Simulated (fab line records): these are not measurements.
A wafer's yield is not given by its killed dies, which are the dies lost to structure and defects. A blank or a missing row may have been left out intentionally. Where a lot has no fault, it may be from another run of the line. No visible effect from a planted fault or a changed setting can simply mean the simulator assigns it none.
fab line records	flow n5Finfet
record: lots: 6	wafers: 18	lastDay: 17
route steps=1938 shown BEOL_M7@1272
lots that met no fault: taken from a fault-free run of the same line
startH: start of the lot's first displayed wafer, in hours after the record's first day	waitH: hours from the lot's prior step to this one	" unchanged from the row above	L1.1+2: a row that stands for several wafers	- value missing, or start not given	* or withheld: withheld	< > ~ a bound
route shown NAME@n: names a module that has steps shown in the file, with the first one's number in the route	usual: average and standard deviation across the fault-free wafers	same: alike in all rows	chamber/n: place in a boat	sites: the reading at each site	_std_site: the values' standard deviation	_edge_site: mean of outer sites minus mean of inner sites	radiusMm: how far each site lies from the wafer's centre	mask NAME#n: copy n	behind: the last tool/chamber to shape the wafer	hold: what put the lot on hold/how long, in hours/how the hold closed	device: the transistor (n, p or np) that didn't switch	end of line: the tests these same wafers got at the end of their route	step lacking rows: just its recipe	killed: at the first sort, the dies lost to defects and structure; wafer yield is something else	map: the dies of a wafer, with x for killed, . for not killed, _ for no die there
set.NAME: the setting that was run; set.NAME@STEP: the one run at that earlier step	model.NAME: the simulator's own value behind a step, which no gauge read
a table for each step, a row for each wafer; lots at some steps of the route
services: the hour from which a tool's chamber was out of use, counted from the record's first day as startH (under 0 if before that day), plus the number of hours and why
== steps ==
step: N5_BEOL_M7_SOFTBAKE_06
recipe: tempC: 110	timeS: 60	resist: CAR-ArF
step: N5_BEOL_M7_EXPOSE_08
recipe: maskId: M7	na: 1.35	sourceShape: dipole	sigmaInner: 0.817	sigmaOuter: 0.97	polarization: te	doseMj: 68.25
step: N5_BEOL_M7_PEB_09
recipe: pebTempC: withheld	pebTimeS: 60	resist: CAR-ArF
step: N5_BEOL_M7_DEVELOP_10
recipe: developTimeS: 30	developer: TMAH	resist: CAR-ArF	rinseLiquid: diw	dry: airSpin	devTempC: 23
step: N5_BEOL_M7_CD_MEAS_11
recipe: targetCdNm: 38.5	landingEnergyEv: 500	detector: seInlens	polarity: opening
usual: cdNm: 38.6/0.52
lot.wafer	tool	chamber	startH	waitH	cdNm
L159.1	cdSem-01	0	230.75	-	38.9
L159.2	"	0	"	"	38.3
L159.6	"	0	"	"	38.3
L164.2	cdSem-01	0	266.28	-	38.2
L164.3	"	0	"	"	38.0
L164.5	"	0	"	"	38.3
L165.2	cdSem-01	0	276.71	-	38.0
L165.4	"	0	"	"	38.4
L165.6	"	0	"	"	38.2
L168.2	cdSem-02	0	300.31	-	38.8
L168.3	"	0	"	"	37.9
L168.6	"	0	"	"	38.4
L170.1	cdSem-01	0	305.53	-	38.4
L170.4	"	0	"	"	38.3
L170.5	"	0	"	"	39.0
L173.1	cdSem-02	0	322.78	-	38.1
L173.4	"	0	"	"	38.9
L173.6	"	0	"	"	39.0
step: N5_BEOL_M7_OVL_MEAS_12
recipe: pointsPerWafer: 44
usual: M7_OVL: 0.2/0.8
lot.wafer	tool	chamber	startH	waitH	M7_OVL[nm]
L159.1	overlay-01	0	230.78	0.0	-1.4
L159.2	"	0	"	"	-0.8
L159.6	"	0	"	"	-1.1
L164.2	overlay-01	0	266.31	0.0	1.2
L164.3	"	0	"	"	-0.7
L164.5	"	0	"	"	0.2
L165.2	overlay-02	0	276.75	0.0	0.5
L165.4	"	0	"	"	0.4
L165.6	"	0	"	"	1.0
L168.2	overlay-02	0	300.34	0.0	1.5
L168.3	"	0	"	"	0.9
L168.6	"	0	"	"	1.5
L170.1	overlay-02	0	305.56	0.0	-0.3
L170.4	"	0	"	"	0.0
L170.5	"	0	"	"	-1.1
L173.1	overlay-02	0	322.81	0.0	1.4
L173.4	"	0	"	"	0.1
L173.6	"	0	"	"	0.5
step: N5_BEOL_M7_INSPECT_13
recipe: mode: adi	inspectInstrument: brightfield
usual: rawDefectCount: 390/96
lot.wafer	tool	chamber	startH	waitH	rawDefectCount
L159.1	defectInspect-01	-	230.80	0.0	366
L159.2	"	-	"	"	418
L159.6	"	-	"	"	321
L164.2	defectInspect-01	-	266.34	0.0	429
L164.3	"	-	"	"	581
L164.5	"	-	"	"	352
L165.2	defectInspect-02	-	276.77	0.0	407
L165.4	"	-	"	"	379
L165.6	"	-	"	"	455
L168.2	defectInspect-01	-	300.36	0.0	318
L168.3	"	-	"	"	289
L168.6	"	-	"	"	470
L170.1	defectInspect-01	-	305.59	0.0	468
L170.4	"	-	"	"	492
L170.5	"	-	"	"	413
L173.1	defectInspect-02	-	322.83	0.0	361
L173.4	"	-	"	"	353
L173.6	"	-	"	"	469
step: N5_BEOL_M7_DESCUM_16
recipe: chemistry: O2	timeS: 7.9	sourcePowerW: 50	biasPowerW: 20	pressureMtorr: 20	rfFrequencyHz: 2.712e+07	tempC: 40	resist: CAR-ArF	o2FlowSccm: 225
usual: drypumpMotorCurrentA: 5.9/0.36	oesProductAu: 0.76/0.08	rfVppV: 243.3/1.5	showerheadPlenumPTorr: 2.10/0.085	throttleValvePct: 20.44/0.22
lot.wafer	tool	chamber	startH	waitH	drypumpMotorCurrentA	oesProductAu	rfHoursCounterH	rfVppV	showerheadPlenumPTorr	throttleValvePct
L159.1	rieDiel-05	0	230.84	0.0	5.5	0.75	151	241.7	2.00	20.66
L159.2	"	1	"	"	6.1	0.70	234	239.5	1.97	20.03
L159.6	"	0	"	"	5.6	0.75	-	241.4	2.00	20.68
L164.2	rieDiel-05	3	266.53	0.2	5.8	0.70	214	244.5	2.16	20.62
L164.3	"	0	"	"	5.5	0.73	163	242.7	2.00	20.69
L164.5	"	1	"	"	6.1	0.69	-	240.5	1.96	20.06
L165.2	rieDiel-05	2	276.81	0.0	5.6	0.94	11	243.4	2.15	20.37
L165.4	"	0	"	"	5.5	0.73	165	242.7	2.00	20.68
L165.6	"	2	"	"	5.6	0.96	-	243.1	2.15	20.38
L168.2	rieDiel-06	1	300.47	0.1	5.8	0.78	83	242.5	2.11	20.35
L168.3	"	3	"	"	6.3	0.76	125	243.2	2.10	20.46
L168.6	"	0	"	"	4.9	0.94	-	246.7	2.24	20.68
L170.1	rieDiel-05	2	305.96	0.4	5.6	0.92	22	244.4	2.15	20.38
L170.4	"	3	"	"	5.8	0.68	-	245.5	2.15	20.63
L170.5	"	0	"	"	5.6	0.72	-	242.1	1.99	20.71
L173.1	rieDiel-06	2	323.15	0.3	6.4	0.69	236	241.7	2.08	20.56
L173.4	"	1	"	"	5.8	0.79	90	242.2	2.11	20.37
L173.6	"	2	"	"	6.3	0.68	-	243.1	2.08	20.54
step: N5_BEOL_M7_ETCH_61
recipe: chemistry: CF4	target: SiARC	targetDepthA: 455	maskMaterial: CAR-ArF	timeS: 75.8	ionEnergyEv: 80	pressureMtorr: 40	sourceW: 545	biasW: 36	Ar_flow_sccm: 100	cf4FlowSccm: 100	ends: cleared
usual: biasW: 36.01/0.11	drypumpMotorCurrentA: 5.9/0.36	etchRfOnTimeS: 76.6/1.3	oesProductAu: 0.64/0.066	rfVppV: 184.1/1.2	showerheadPlenumPTorr: 2.15/0.078	throttleValvePct: 15.66/0.19
lot.wafer	tool	chamber	startH	waitH	biasW	drypumpMotorCurrentA	etchRfOnTimeS	oesProductAu	rfHoursCounterH	rfVppV	showerheadPlenumPTorr	throttleValvePct
L159.1	rieDiel-05	0	230.87	0.0	36.04	5.6	76.4	0.63	151	182.0	2.06	15.86
L159.2	"	1	"	"	36.12	6.1	76.0	0.60	234	183.3	2.04	15.49
L159.6	"	0	"	"	35.96	5.5	76.8	0.63	-	183.3	2.06	15.85
L164.2	rieDiel-05	3	266.56	0.0	35.96	5.8	77.2	0.59	214	184.6	2.22	15.89
L164.3	"	0	"	"	35.96	5.5	76.9	0.62	163	183.9	2.05	15.87
L164.5	"	1	"	"	35.94	6.1	77.2	0.58	-	182.0	2.04	15.53
L165.2	rieDiel-05	2	276.84	0.0	36.03	5.6	75.3	0.80	11	185.2	2.18	15.35
L165.4	"	0	"	"	36.02	5.5	77.5	0.62	165	182.9	2.05	15.88
L165.6	"	2	"	"	36.02	5.6	75.2	0.80	-	184.1	2.18	15.35
L168.2	rieDiel-06	1	300.51	0.0	35.99	5.9	76.4	0.68	83	184.2	2.18	15.61
L168.3	"	3	"	"	35.97	6.3	77.1	0.64	125	184.4	2.16	15.70
L168.6	"	0	"	"	36.00	4.9	77.5	0.77	-	185.6	2.28	15.74
L170.1	rieDiel-05	2	305.99	0.0	36.04	5.6	76.1	0.78	22	185.2	2.17	15.35
L170.4	"	3	"	"	36.11	5.8	78.2	0.59	-	183.0	2.22	15.91
L170.5	"	0	"	"	35.90	5.6	77.5	0.61	-	183.8	2.05	15.91
L173.1	rieDiel-06	2	323.19	0.0	35.91	6.3	80.1	0.58	236	184.7	2.12	15.64
L173.4	"	1	"	"	35.83	5.8	76.4	0.68	90	183.8	2.17	15.65
L173.6	"	2	"	"	35.87	6.3	80.2	0.57	-	184.0	2.12	15.66
step: N5_BEOL_M7_ETCH_62
recipe: chemistry: N2/H2	target: SOC	targetDepthA: 1100	overetchA: 220	maskMaterial: SiARC	tempC: 40	timeS: 165	ionEnergyEv: 200	pressureMtorr: 30	sourceW: 840	biasW: 150	n2FlowSccm: 200	h2FlowSccm: 200
usual: biasW: 150.0/0.44	drypumpMotorCurrentA: 5.9/0.35	n2FlowSccm: 200.1/0.61	oesProductAu: 0.64/0.062	rfVppV: 523.9/2.8	showerheadPlenumPTorr: 2.55/0.097	throttleValvePct: 17.84/0.23
lot.wafer	tool	chamber	startH	waitH	biasW	drypumpMotorCurrentA	n2FlowSccm	oesProductAu	rfHoursCounterH	rfVppV	showerheadPlenumPTorr	throttleValvePct
L159.1	rieDiel-05	0	230.93	0.0	150.1	5.5	200.0	0.63	151	520.4	2.43	18.08
L159.2	"	1	"	"	149.9	6.1	201.2	0.59	234	519.5	2.41	17.54
L159.6	"	0	"	"	149.8	5.6	200.5	0.63	-	520.7	2.43	18.09
L164.2	rieDiel-05	3	266.62	0.0	150.0	5.7	200.6	0.60	214	527.5	2.63	18.06
L164.3	"	0	"	"	149.6	5.6	199.2	0.62	163	520.8	2.43	18.12
L164.5	"	1	"	"	151.0	6.1	199.6	0.58	-	518.6	2.40	17.56
L165.2	rieDiel-05	2	276.90	0.0	149.8	5.6	199.9	0.79	11	526.2	2.60	17.61
L165.4	"	0	"	"	150.0	5.5	200.0	0.62	165	523.2	2.43	18.11
L165.6	"	2	"	"	150.6	5.6	200.9	0.79	-	523.1	2.60	17.60
L168.2	rieDiel-06	1	300.57	0.0	149.5	5.8	200.9	0.68	83	525.1	2.58	17.84
L168.3	"	3	"	"	149.4	6.3	199.6	0.64	125	524.6	2.57	18.03
L168.6	"	0	"	"	150.1	4.9	199.6	0.77	-	527.8	2.69	17.84
L170.1	rieDiel-05	2	306.05	0.0	150.1	5.6	200.3	0.77	22	525.6	2.59	17.62
L170.4	"	3	"	"	150.4	5.8	200.3	0.59	-	526.8	2.62	18.08
L170.5	"	0	"	"	149.4	5.5	200.2	0.61	-	520.6	2.42	18.14
L173.1	rieDiel-06	2	323.25	0.0	149.9	6.3	200.6	0.59	236	523.7	2.49	17.76
L173.4	"	1	"	"	150.1	5.9	200.0	0.67	90	526.1	2.58	17.83
L173.6	"	2	"	"	149.6	6.4	200.2	0.59	-	523.1	2.49	17.75
step: N5_BEOL_M7_STRIP_68
recipe: chemistry: N2/H2	tempC: 40	n2FlowSccm: 200	h2FlowSccm: 200	rfFrequencyHz: 6e+07
step: N5_BEOL_M7_STRIP_67
recipe: chemistry: CF4	resist: SiARC	powerW: 300	biasPowerW: 75	pressureMtorr: 50	cf4FlowSccm: 150	rfFrequencyHz: 6e+07
usual: drypumpMotorCurrentA: 5.9/0.35	oesProductAu: 0.76/0.073	rfVppV: 271.1/1.9	showerheadPlenumPTorr: 1.80/0.063	throttleValvePct: 13.64/0.19
lot.wafer	tool	chamber	startH	waitH	drypumpMotorCurrentA	oesProductAu	rfHoursCounterH	rfVppV	showerheadPlenumPTorr	throttleValvePct
L159.1	rieDiel-05	0	231.08	0.0	5.5	0.74	151	269.2	1.73	13.82
L159.2	"	1	"	"	6.1	0.70	234	268.5	1.71	13.52
L159.6	"	0	"	"	5.6	0.75	-	270.3	1.73	13.83
L164.2	rieDiel-05	3	266.76	0.0	5.8	0.70	214	273.5	1.86	13.85
L164.3	"	0	"	"	5.5	0.74	163	269.4	1.73	13.85
L164.5	"	1	"	"	6.1	0.69	-	267.1	1.71	13.55
L165.2	rieDiel-05	2	277.05	0.0	5.6	0.93	11	271.4	1.82	13.30
L165.4	"	0	"	"	5.5	0.73	165	268.3	1.72	13.85
L165.6	"	2	"	"	5.6	0.93	-	270.2	1.82	13.30
L168.2	rieDiel-06	1	300.71	0.0	5.8	0.80	83	270.7	1.82	13.53
L168.3	"	3	"	"	6.3	0.77	125	269.0	1.82	13.69
L168.6	"	0	"	"	4.9	0.91	-	274.6	1.90	13.65
L170.1	rieDiel-05	2	306.19	0.0	5.6	0.91	22	272.0	1.82	13.30
L170.4	"	3	"	"	5.8	0.70	-	272.0	1.85	13.91
L170.5	"	0	"	"	5.5	0.73	-	268.5	1.72	13.88
L173.1	rieDiel-06	2	323.39	0.0	6.4	0.70	236	271.7	1.78	13.66
L173.4	"	1	"	"	5.9	0.79	90	269.7	1.81	13.55
L173.6	"	2	"	"	6.4	0.70	-	270.0	1.78	13.67
step: N5_BEOL_M7_HM_OPEN_17
recipe: chemistry: Cl2/BCl3	targetDepthA: 200	overetchA: 60	target: TiN	maskMaterial: SOC	ionEnergyEv: 150	pressureMtorr: 10	icpW: 1000	biasW: 126	Cl2_flow_sccm: 53.25	bcl3FlowSccm: 21.75	Ar_flow_sccm: 25
usual: bcl3FlowSccm: 21.76/0.07	biasW: 126.0/0.38	drypumpMotorCurrentA: 5.9/0.44	heBacksideLeakSccm: 3.53/0.28	oesProductAu: 0.66/0.095	throttleValvePct: 22.17/0.26
lot.wafer	tool	chamber	startH	waitH	bcl3FlowSccm	biasW	drypumpMotorCurrentA	heBacksideLeakSccm	oesProductAu	rfHoursCounterH	throttleValvePct	model.SOC_of_BEOL_M7_COAT_59.thkNm
L159.1	rieMetal-01	1	231.13	0.0	21.79	125.8	5.4	3.62	0.59	77	21.99	92.2
L159.2	"	1	"	"	21.79	125.8	5.4	3.54	0.60	-	21.96	92.4
L159.6	"	1	"	"	21.83	125.9	5.4	3.27	0.59	-	21.99	91.6
L164.2	rieMetal-01	0	266.80	0.0	-	-	-	-	-	-	-	100.2
L164.3	"	1	"	"	-	-	-	-	-	-	-	100.6
L164.5	"	0	"	"	-	-	-	-	-	-	-	100.2
L165.2	rieMetal-02	0	277.09	0.0	-	-	-	-	-	-	-	99.8
L165.4	"	1	"	"	-	-	-	-	-	-	-	99.8
L165.6	"	1	"	"	-	-	-	-	-	-	-	99.8
L168.2	rieMetal-02	0	300.79	0.1	21.75	125.9	6.3	3.68	0.72	-	22.24	92.4
L168.3	"	0	"	"	21.68	125.5	6.4	3.59	0.73	-	22.24	92.2
L168.6	"	0	"	"	21.72	125.6	6.3	3.56	0.73	-	22.25	92.2
L170.1	rieMetal-03	1	306.23	0.0	21.82	126.1	5.5	3.54	0.64	62	22.69	92.6
L170.4	"	1	"	"	21.87	125.7	5.5	3.51	0.64	-	22.68	92.2
L170.5	"	1	"	"	21.85	126.3	5.5	3.42	0.64	-	22.69	92.4
L173.1	rieMetal-01	1	323.43	0.0	21.65	126.2	5.4	3.49	0.57	88	22.03	91.4
L173.4	"	1	"	"	21.70	125.7	5.4	3.55	0.57	-	22.04	92
L173.6	"	0	"	"	21.76	126.1	5.6	3.45	0.78	-	21.92	91.6
step: N5_BEOL_M7_STRIP_19
recipe: chemistry: O2	powerW: 400	tempC: 40	pressureMtorr: 30	rfFrequencyHz: 6e+07	biasPowerW: 0	overashFraction: 0.2	o2FlowSccm: 225
usual: drypumpMotorCurrentA: 5.9/0.4	oesProductAu: 0.77/0.072	rfVppV: 3.6/0.58	showerheadPlenumPTorr: 2.13/0.076	throttleValvePct: 16.68/0.17
lot.wafer	tool	chamber	startH	waitH	drypumpMotorCurrentA	oesProductAu	rfHoursCounterH	rfVppV	showerheadPlenumPTorr	throttleValvePct
L159.1	rieDiel-05	1	231.33	0.2	6.1	0.70	235	3.5	1.97	16.42
L159.2	"	3	"	"	5.8	0.71	203	3.6	2.17	16.86
L159.6	"	0	"	"	5.5	0.74	-	3.7	2.01	16.91
L164.2	rieDiel-01	1	266.92	0.1	6.3	0.77	178	3.5	2.19	16.44
L164.3	"	0	"	"	5.5	0.80	97	3.3	2.21	16.82
L164.5	"	1	"	"	6.3	0.76	-	4.3	2.19	16.44
L165.2	rieDiel-06	2	277.20	0.1	6.4	0.70	222	3.3	2.09	16.79
L165.4	"	0	"	"	4.9	0.96	8	4.1	2.25	16.85
L165.6	"	2	"	"	6.3	0.70	-	3.1	2.09	16.76
L168.2	rieDiel-06	1	300.96	0.1	5.9	0.80	83	2.5	2.12	16.62
L168.3	"	0	"	"	4.9	0.94	15	4.2	2.25	16.88
L168.6	"	3	"	"	6.3	0.76	-	2.8	2.10	16.69
L170.1	rieDiel-01	0	306.60	0.3	5.5	0.77	109	3.2	2.21	16.80
L170.4	"	2	"	"	6.4	0.71	211	2.7	1.98	16.57
L170.5	"	0	"	"	5.4	0.78	-	3.8	2.21	16.81
L173.1	rieDiel-06	2	323.54	0.1	6.3	0.68	237	4.1	2.09	16.79
L173.4	"	0	"	"	4.9	0.92	22	3.7	2.25	16.88
L173.6	"	2	"	"	6.4	0.68	-	3.7	2.09	16.81
step: N5_BEOL_M7_CD_MEAS_18
recipe: pitchNm: 80	targetCdNm: 40
usual: cdNm: 40.1/0.63
lot.wafer	tool	chamber	startH	waitH	cdNm
L159.1	cdSem-02	-	231.40	0.0	40.7
L159.2	"	-	"	"	39.5
L159.6	"	-	"	"	39.9
L164.2	cdSem-03	-	266.99	0.1	-
L164.3	"	-	"	"	-
L164.5	"	-	"	"	-
L165.2	cdSem-02	-	277.27	0.1	-
L165.4	"	-	"	"	-
L165.6	"	-	"	"	-
L168.2	cdSem-02	-	301.03	0.1	40.8
L168.3	"	-	"	"	39.9
L168.6	"	-	"	"	40.1
L170.1	cdSem-02	-	306.67	0.0	40.6
L170.4	"	-	"	"	40.1
L170.5	"	-	"	"	40.1
L173.1	cdSem-01	-	323.61	0.0	40.2
L173.4	"	-	"	"	40.9
L173.6	"	-	"	"	40.3
step: N5_BEOL_M7_COAT_63
recipe: resist: SOC	tempC: 250	timeS: 60	spinRpm: 1500	resistThkNm: 60
== services ==
tool	chamber	startH	hours	kind
rieDiel-01	-	211.73	3.2	repair
rieDiel-05	2	220.81	-	clean
rieDiel-05	2	220.81	-	consumableReplace:focusRing
rieDiel-05	2	220.81	17.9	scheduledDown
rieDiel-05	2	220.81	17.9	ventCycle
rieDiel-06	0	226.90	-	clean
rieDiel-06	0	226.90	-	consumableReplace:focusRing
rieDiel-06	0	226.90	-	consumableReplace:showerhead
rieDiel-06	0	226.90	20.7	scheduledDown
rieDiel-06	0	226.90	20.7	ventCycle
rieMetal-01	0	227.65	-	clean
rieMetal-01	0	227.65	16.5	scheduledDown
rieMetal-01	0	227.65	16.5	ventCycle
rieMetal-03	-	242.81	14.6	pm
rieDiel-01	-	243.61	0.2	repair
rieMetal-03	-	258.06	1.4	pm
rieDiel-06	0	271.64	2.8	repair
rieDiel-05	1	280.56	-	clean
rieDiel-05	1	280.56	-	consumableReplace:focusRing
rieDiel-05	1	280.56	-	consumableReplace:showerhead
rieDiel-05	1	280.56	29.9	scheduledDown
rieDiel-05	1	280.56	29.9	ventCycle
rieDiel-05	2	296.80	2.9	repair
rieDiel-06	3	316.56	4.0	repair
== key ==
firstSign: step: N5_BEOL_M7_HM_OPEN_17	reading: toolRecord	direction: missing
effect: step: N5_BEOL_M7_CD_MEAS_18	reading: cdNm	direction: missing
modelEffect: step: N5_BEOL_M7_HM_OPEN_17	value: SOC_of_BEOL_M7_COAT_59.thkNm	without: 92.27	struck: 100.1
metAt N5_BEOL_M7_HM_OPEN_17
struckWafers L164.2,L164.3,L164.5,L165.2,L165.4,L165.6
laterRowsLeftOut L164.2,L164.3,L164.5,L165.2,L165.4,L165.6
sortLeftOut L164.2,L164.3,L164.5,L165.2,L165.4,L165.6
onsetBetween 231.13 266.80
fault: kind: skippedStepWhole	tool: rieMetal-01,rieMetal-02	chamber: -	onsetH: 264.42	steps: N5_BEOL_M7_HM_OPEN_17	scope: struckLotsOnly
sortLeftOut: the simulated sort isn't trusted on such a fault, so these wafers' sort isn't shown, and their yield isn't known
laterRowsLeftOut: the simulator's readings of these wafers behind a module that went badly wrong aren't trusted and aren't shown, but for the sort
